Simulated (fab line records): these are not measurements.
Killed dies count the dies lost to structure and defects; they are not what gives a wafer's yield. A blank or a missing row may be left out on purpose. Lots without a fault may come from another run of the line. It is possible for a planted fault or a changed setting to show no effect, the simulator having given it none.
Matching of chambers || flow n5 finfet || 4 sister chambers for N5_BEOL_M13_DESCUM_15 on rie diel-01
The step chemistry O2, time 7.9 s. 4 wafers are shown with their chamber, then 7 later ones without.

== EACH WAFER AND ITS CHAMBER ==
{"wafer": "L584.2", "chamber": 2, "drypump motor current A (A)": 5.0}
{"wafer": "L584.5", "chamber": 3, "drypump motor current A (A)": 4.6}
{"wafer": "L583.1", "chamber": 0, "drypump motor current A (A)": 5.5}
{"wafer": "L583.2", "chamber": 1, "drypump motor current A (A)": 5.8}

== WAFERS WITHOUT THEIR CHAMBER ==
{"wafer": "L583.5", "drypump motor current A (A)": 4.6}
{"wafer": "L582.3", "drypump motor current A (A)": 5.7}
{"wafer": "L582.4", "drypump motor current A (A)": 4.6}
{"wafer": "L582.5", "drypump motor current A (A)": 5.5}
{"wafer": "L587.1", "drypump motor current A (A)": 5.8}
{"wafer": "L587.4", "drypump motor current A (A)": 4.6}
{"wafer": "L587.6", "drypump motor current A (A)": 5.4}

== WHICH CHAMBER EACH ONE RAN IN ==
{"wafer": "L583.5", "from the rows above": 3, "in truth": 3}
{"wafer": "L582.3", "from the rows above": "can't be placed: 1 or 0", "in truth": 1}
{"wafer": "L582.4", "from the rows above": 3, "in truth": 3}
{"wafer": "L582.5", "from the rows above": 0, "in truth": 0}
{"wafer": "L587.1", "from the rows above": 1, "in truth": 1}
{"wafer": "L587.4", "from the rows above": 3, "in truth": 3}
{"wafer": "L587.6", "from the rows above": 0, "in truth": 0}
Correct placement for 6 of the 7. Can't be placed from these rows: 1 (the true chamber is among the candidates in 1). Number placed wrongly: 0.
How it was worked out, from the rows above alone: a wafer's distance from a chamber is the root of the sum, over the readings, of the square of ((its reading less the chamber's mean) divided by the reading's scatter). The wafer belongs to the nearest chamber; if the next one is less than 2 further off, it can't be placed. For every chamber, the mean is computed from those of its wafers that are shown. The scatter: with one shown wafer a chamber, the root of the mean of the squares of how far each hidden wafer lies from its nearest shown one.
